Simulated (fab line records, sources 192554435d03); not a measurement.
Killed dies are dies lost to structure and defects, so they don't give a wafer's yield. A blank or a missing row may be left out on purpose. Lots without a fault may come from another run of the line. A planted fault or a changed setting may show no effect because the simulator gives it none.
A struck lot beside a sound one | flow n5_finfet | 37 steps out of a route of 1938
Sound: wafers L625.1, L625.5, L625.6. Struck: wafers L636.4, L636.5, L636.6. The cause comes at the end.
At each step with rows: each side's tool, then ch and its chambers, then its first start. Under that, the readings that differ: sound wafers | struck wafers | difference of the means | sigmas: that difference in standard deviations of wafers without a fault.
alike: readings whose means differ by less than 2 such deviations, and words and numbers that are the same on both sides. not compared: withheld readings, readings that some wafer has no value for, bounds like >300 that may hide the same value, and numbers for which the record gives no deviation and whose values overlap.
The two part at a step that has a row with sigmas, a row that says differs or no value, or rows on one side only. Numbers that don't overlap but have no deviation are shown without sigmas and don't part them. A reading that every wafer of one side lacks parts them only if that side has two wafers or more.

first, 9 steps without rows for these wafers: N5_BEOL_M4_ANNEAL_95 (time 240 s); N5_BEOL_M4_SPUTTER_96 (material Cu, target thk 4.5 nm, time 8.29 s); N5_BEOL_M4_ECD_50 (material Cu, target thk 300 nm); N5_BEOL_M4_ANNEAL_51 (time 90 s); N5_BEOL_M4_CMP_52 (polishes, stops on SiOC, t overpolish 6.8 s, target thk 40 nm); N5_BEOL_M4_PRE_CLEAN_60 (time 15 s); N5_BEOL_M4_CO_CAP_55 (material Co, precursor CCTBA/H2, target thk 2 nm, time 102.1 s); N5_BEOL_M4_PRE_CLEAN_56 (time 15 s); N5_BEOL_M4_DEP_57 (deposits SiCN from 3MS/NH3, target thk 8 nm, time 14 s).
N5_BEOL_M4_RC_MEAS_101:
  sound on prober-01 ch 0, day 8 11:36; struck on prober-01 ch 0, day 11 04:22
  alike: DIBL_N, DIBL_P, IOFF_N, IOFF_P, ION_N, ION_P, SS_N, SS_P, VT_N, VT_P
then, 24 steps without rows for these wafers: N5_BEOL_M5_ILD_DEP_00 (deposits SiCOH lowk from DEMS/porogen, target thk 140.64 nm, time 25.9 s); N5_BEOL_M5_CURE_79 (cures SiCOH lowk, time 240 s); N5_BEOL_M5_PECVD_70 (deposits SiO2 from TEOS/O2, target thk 16 nm, time 18 s); N5_BEOL_M5_HM_DEP_02 (deposits TiN, target thk 20 nm); N5_BEOL_M5_COAT_59 (time 60 s, resist thk 60 nm); N5_BEOL_M5_COAT_60 (time 60 s, resist thk 12 nm); N5_BEOL_M5_COAT_71 (time 60 s, resist thk 5 nm); N5_BEOL_M5_COAT_05 (resist thk 30 nm); N5_BEOL_M5_EBR_07; N5_BEOL_M5_SOFTBAKE_06 (time 60 s); N5_BEOL_M5_EXPOSE_08 (exposes mask M5, target cd 28 nm); N5_BEOL_M5_PEB_09 (peb time 60 s); N5_BEOL_M5_DEVELOP_10 (develop time 30 s); N5_BEOL_M5_DESCUM_16 (chemistry O2, time 7 s); N5_BEOL_M5_ETCH_72 (etches underlayer in N2/H2, target depth 6.5 nm, time 5.2 s); N5_BEOL_M5_ETCH_61 (etches SiARC in CF4, target depth 15.6 nm, time 26 s); N5_BEOL_M5_ETCH_62 (etches SOC in N2/H2, target depth 75 nm, overetch 15 nm, time 112.5 s); N5_BEOL_M5_STRIP_63 (strips in N2/H2); N5_BEOL_M5_STRIP_73 (strips in N2/H2); N5_BEOL_M5_STRIP_64 (strips in CF4); N5_BEOL_M5_HM_OPEN_17 (chemistry Cl2/BCl3, target TiN, target depth 20 nm, overetch 6 nm); N5_BEOL_M5_STRIP_19 (strips in O2); N5_BEOL_M5_COAT_65 (time 60 s, resist thk 60 nm); N5_BEOL_M5_COAT_66 (time 60 s, resist thk 12 nm).
N5_BEOL_M9_ILD_DEP_00: deposits SiCOH lowk from DEMS/porogen, target thk 308.51 nm, time 58 s.
  sound on pecvd-02 ch 0,1,2, day 10 00:41; struck on pecvd-02 ch 0,1,2, day 12 16:46
  no value came back on the struck wafers for any of 6 readings (chamber_pressure_Torr (Torr), heater_power_outer_w (W) and others); on the sound wafers chamber_pressure_Torr (Torr) reads 5.015 5.006 5.007
N5_BEOL_M9_OCD_MEAS_38:
  sound on ocd-01, day 10 07:20; struck on ocd-02, day 12 21:17
  reading              | sound       | struck | difference                    | sigmas
  trench_depth_nm (nm) | 154 151 148 | - - -  | no value on the struck wafers |
-- the record jumps here: 3 days lie between the struck wafers' starts before and after (it left off in module BEOL_M9 and takes up again in module PASSIVATION, whose first step shown is number 1936 of the route) --
N5_PASSIVATION_PROBE_49:
  the record has rows for the struck wafers here (prober-02, day 15 11:33) and none for the sound ones

WHERE THEY PART
First at N5_BEOL_M9_ILD_DEP_00; last, within this record, at N5_PASSIVATION_PROBE_49.

WHY: what the simulator had put in
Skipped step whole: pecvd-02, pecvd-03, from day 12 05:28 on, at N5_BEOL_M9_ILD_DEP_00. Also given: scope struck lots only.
